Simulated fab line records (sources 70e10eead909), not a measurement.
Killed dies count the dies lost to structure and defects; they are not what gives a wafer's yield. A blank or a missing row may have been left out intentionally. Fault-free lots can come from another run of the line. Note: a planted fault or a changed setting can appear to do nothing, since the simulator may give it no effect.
Chamber matching -- flow nand_harc -- pecvd-01 running NHARC_A_STAIRCASE_DEP_471: 3 sister chambers
The step deposits SiO2, target thk 100 nm. 3 wafers are shown with their chamber, then 7 later ones without.

WAFERS WITH THEIR CHAMBER
wafer,chamber,throttle_valve_pct (%)
L089.5,1,15.4
L089.6,2,16.7
L090.4,0,16.5

WAFERS WHOSE CHAMBER IS MISSING
wafer,throttle_valve_pct (%)
L090.5,15.5
L091.1,16.4
L091.3,16.3
L091.4,15.5
L092.2,16.8
L092.3,16.4
L092.4,16.6

CHAMBER TAKEN BY EACH
wafer,from the rows above,in truth
L090.5,1,1
L091.1,can't be placed: 0 or 2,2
L091.3,can't be placed: 0 or 2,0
L091.4,1,1
L092.2,can't be placed: 2 or 0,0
L092.3,can't be placed: 0 or 2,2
L092.4,can't be placed: 2 or 0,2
2 of 7 placed correctly. Cannot be placed on the basis of these rows: 5; the candidates contain the true chamber in 5. Number placed wrongly: 0.
How it was worked out, from the rows above alone: a wafer's distance from a chamber is the root of the sum, over the readings, of the square of ((its reading less the chamber's mean) divided by the reading's scatter). The wafer belongs to the nearest chamber; if the next one is less than 2 further off, it can't be placed. For every chamber, the mean is computed from those of its wafers that are shown. The scatter: root of mean squared gap, hidden wafer to nearest shown wafer, with one shown wafer a chamber.
